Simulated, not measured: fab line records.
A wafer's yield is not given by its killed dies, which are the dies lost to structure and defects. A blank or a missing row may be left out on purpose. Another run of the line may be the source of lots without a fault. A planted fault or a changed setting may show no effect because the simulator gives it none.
Chamber matching + flow nand_harc + NHARC_A_SLIT_ETCH_24 on rie_diel-01 has 4 sister chambers
The step etches the open film in CF4/CHF3, target depth 121 nm, time 60.5 s. 4 wafers are shown with their chamber, then 12 later ones without.

WAFERS PAIRED WITH THEIR CHAMBERS
| wafer  | chamber | drypump_motor_current_A (A) |
|--------|---------|-----------------------------|
| L089.3 | 2       | 5.2                         |
| L091.2 | 1       | 6.3                         |
| L091.3 | 3       | 5.9                         |
| L091.4 | 0       | 6.0                         |

WAFERS WHOSE CHAMBER IS MISSING
| wafer  | drypump_motor_current_A (A) |
|--------|-----------------------------|
| L094.1 | 6.0                         |
| L094.4 | 6.2                         |
| L094.6 | 5.9                         |
| L095.2 | 5.9                         |
| L095.3 | 6.3                         |
| L095.6 | 6.0                         |
| L096.3 | 6.3                         |
| L096.4 | 5.9                         |
| L096.6 | 6.3                         |
| L097.2 | 5.2                         |
| L097.3 | 5.9                         |
| L097.5 | 6.0                         |

WHICH CHAMBER EACH ONE RAN IN
| wafer  | from the rows above | in truth |
|--------|---------------------|----------|
| L094.1 | 0                   | 0        |
| L094.4 | 1                   | 1        |
| L094.6 | 3                   | 3        |
| L095.2 | 3                   | 3        |
| L095.3 | 1                   | 1        |
| L095.6 | 0                   | 0        |
| L096.3 | 1                   | 1        |
| L096.4 | 3                   | 3        |
| L096.6 | 1                   | 1        |
| L097.2 | 2                   | 2        |
| L097.3 | 3                   | 3        |
| L097.5 | 0                   | 0        |
Placed correctly: 12 of 12. Can't be placed from these rows: 0. Placed wrongly: 0.
How it was worked out, from the rows above alone: a wafer's distance from a chamber is the root of the sum, over the readings, of the square of ((its reading less the chamber's mean) divided by the reading's scatter). The wafer belongs to the nearest chamber; if the next one is less than 2 further off, it can't be placed. A chamber's mean is the mean of its shown wafers. The scatter (one wafer shown for each chamber): square how far every hidden wafer sits from the nearest shown wafer, average those squares and take the square root.
